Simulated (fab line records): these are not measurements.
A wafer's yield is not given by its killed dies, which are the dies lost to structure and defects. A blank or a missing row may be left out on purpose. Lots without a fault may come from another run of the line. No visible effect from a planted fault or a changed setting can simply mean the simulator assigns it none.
Chamber matching ; flow nand_harc ; NHARC_P_CONTACT_ALD_22 on ald_metal-04: 4 sister chambers
The step deposits TiN, target thk 3 nm, pulse time 1 s, ald cycles 150. 14 wafers are shown with their chamber, then 7 later ones without.

## WAFERS, EACH WITH ITS CHAMBER
wafer;chamber;heater_power_w (W);precursor_pulse_height_rel
L079.1;2;1072;0.993
L079.2;0;1323;0.980
L079.3;3;1113;0.983
L082.1;3;1153;1.006
L082.4;1;973;1.005
L082.6;1;963;0.972
L088.2;3;1122;1.004
L088.4;2;1109;1.020
L088.5;2;1083;0.992
L090.1;3;1129;1.010
L090.2;0;1329;0.995
L090.6;0;1297;0.985
L092.3;0;1260;0.957
L092.4;3;1005;0.970

SIGNATURES (means of the wafers above)
reading;chamber 0;chamber 1;chamber 2;chamber 3;scatter within a chamber
heater_power_w;1302.25;968.00;1088.00;1104.40;41.2
precursor_pulse_height_rel;0.97925;0.98850;1.00167;0.99460;0.0174
Rule: a wafer's distance from a chamber is the root of the sum, over the readings, of the square of ((its reading less the chamber's mean) divided by the reading's scatter). If the next closest chamber is less than 2 further off than the closest, the wafer can't be placed; otherwise it belongs to the closest. The scatter is the square root of a quotient: the sum, over the shown wafers, of each reading's squared deviation from its chamber's mean, divided by wafers minus chambers.

## WAFERS WITH NO CHAMBER GIVEN
wafer;heater_power_w (W);precursor_pulse_height_rel
L092.5;959;1.019
L093.3;960;1.014
L093.4;1224;1.024
L093.5;1283;1.022
L096.1;1004;1.026
L096.3;1079;0.984
L096.6;1038;1.025

## WHICH CHAMBER EACH ONE RAN IN
wafer;from the rows above;in truth
L092.5;can't be placed: 1 or 2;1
L093.3;can't be placed: 1 or 2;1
L093.4;can't be placed: 0 or 3 or 2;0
L093.5;0;0
L096.1;can't be placed: 1 or 2 or 3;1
L096.3;can't be placed: 3 or 2 or 1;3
L096.6;can't be placed: 2 or 3 or 1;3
1 of 7 placed correctly. These rows do not allow placing 6 (true chamber among the candidates in 6). Number placed wrongly: 0.
